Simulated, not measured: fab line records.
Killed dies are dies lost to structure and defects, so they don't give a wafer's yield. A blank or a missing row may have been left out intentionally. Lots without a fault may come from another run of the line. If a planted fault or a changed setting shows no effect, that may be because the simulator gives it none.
A struck lot beside a sound one	flow nand-harc	16 steps out of a route of 1302
Sound: these wafers, L696.1, L696.5, L696.6. Struck: wafer L706.6 (L706.1, L706.3, from the same lot, were not struck and are left out); the cause is given at the end.
Order at every step that has rows: each side's tool, ch and its chambers, its first start. Under that, the readings that differ: sound wafers	struck wafers	difference of the means	sigmas: that difference in standard deviations of wafers without a fault.
alike: readings whose means differ by less than 2 such deviations, and words and numbers that are the same on both sides. not compared: withheld readings, readings that some wafer has no value for, bounds like >300 that may hide the same value, and numbers for which the record gives no deviation and whose values overlap.
Wherever a step has rows on one side only, a row that says differs or no value, or a row with sigmas, the two part there. When numbers do not overlap yet have no deviation, they are printed without sigmas and do not part them. A reading missing from all wafers of one side parts the sides only when that side holds two or more wafers.

first, 1 step without rows for these wafers: NHARC_A_DECK1_JOINT_SRD_15.
NHARC_A_DECK1_JOINT_DEP_16: deposits SiO2, target thk 45 nm.
  sound on pecvd-04 ch 0,1,2, day 14 03:08; struck on pecvd-04 ch 0, day 18 13:37
  alike: heater-power-w, throttle-valve-pct
NHARC_A_DECK1_JOINT_THK_MEAS_17: measures by ellipsometry.
  sound on film-metro-01 at day 14 03:22; struck on film-metro-02 at day 18 13:52
  alike: thk-nm
NHARC_A_DECK1_JOINT_INSPECT_05:
  sound on defect-inspect-02 at day 14 03:23; struck on defect-inspect-01 at day 18 13:54
  alike: raw-defect-count
following that, 1 step holds no rows for these wafers, namely NHARC_A_ONON_D2_DEP_00 (target thickness 1000 nm).
NHARC_A_ONON_D2_THK_MEAS_02: measures by ellipsometry.
  sound on film-metro-02 at day 14 03:58; struck on film-metro-02 at day 18 14:29
  alike: thk-nm
following that, 1 step holds no rows for these wafers, namely NHARC_A_ONON_D2_DEP_03 (target thickness 1000 nm).
NHARC_A_ONON_D2_THK_MEAS_05: measures by ellipsometry.
  sound on film-metro-01 at day 14 04:32; struck on film-metro-02 at day 18 15:02
reading	sound	struck	difference	sigmas
thk-nm (nm)	996 995 997	1031	+35	+3
following that, 1 step holds no rows for these wafers, namely NHARC_A_ONON_D2_DEP_06 (target thickness 1000 nm).
NHARC_A_ONON_D2_THK_MEAS_08: measures by ellipsometry.
  sound on film-metro-01 at day 14 05:07; struck on film-metro-01 at day 18 15:37
  alike: thk-nm
following that, 1 step holds no rows for these wafers, namely NHARC_A_ONON_D2_DEP_09 (target thickness 1000 nm).
NHARC_A_ONON_D2_THK_MEAS_11: measures by ellipsometry.
  sound on film-metro-02 at day 14 05:40; struck on film-metro-01 at day 18 16:11
  alike: thk-nm
NHARC_A_ONON_D2_DEP_12: target thk 1000 nm.
  sound on pecvd-onon-02 ch 0, day 14 05:44; struck on pecvd-onon-04 ch 0, day 18 16:14
reading	sound	struck	difference	sigmas
n2-flow-sccm (sccm)	2751 2742 2749	2769	+22	+2
NHARC_A_ONON_D2_THK_MEAS_14: measures by ellipsometry.
  sound on film-metro-02 at day 14 06:14; struck on film-metro-01 at day 18 16:45
reading	sound	struck	difference	sigmas
thk-nm (nm)	995 995 996	642	-353	-38
then, 1 step without rows for these wafers: NHARC_A_ONON_D2_ANNEAL_15 (time 3600 s).
-- break in the record here, with 12 days between the starts of the struck wafers on either side (left off in module A_ONON_D2, picked up again in module END, where the first step shown is number 1302 on the route) --
NHARC_END_SORT_01:
  at this point the record logs the struck wafers (prober-02 ch 0, day 30 19:32) and has no rows for the sound ones

WHERE THEY PART
At NHARC_A_ONON_D2_THK_MEAS_05 first; at NHARC_END_SORT_01 last (within this record only).

WHY: what had been put in by the simulator
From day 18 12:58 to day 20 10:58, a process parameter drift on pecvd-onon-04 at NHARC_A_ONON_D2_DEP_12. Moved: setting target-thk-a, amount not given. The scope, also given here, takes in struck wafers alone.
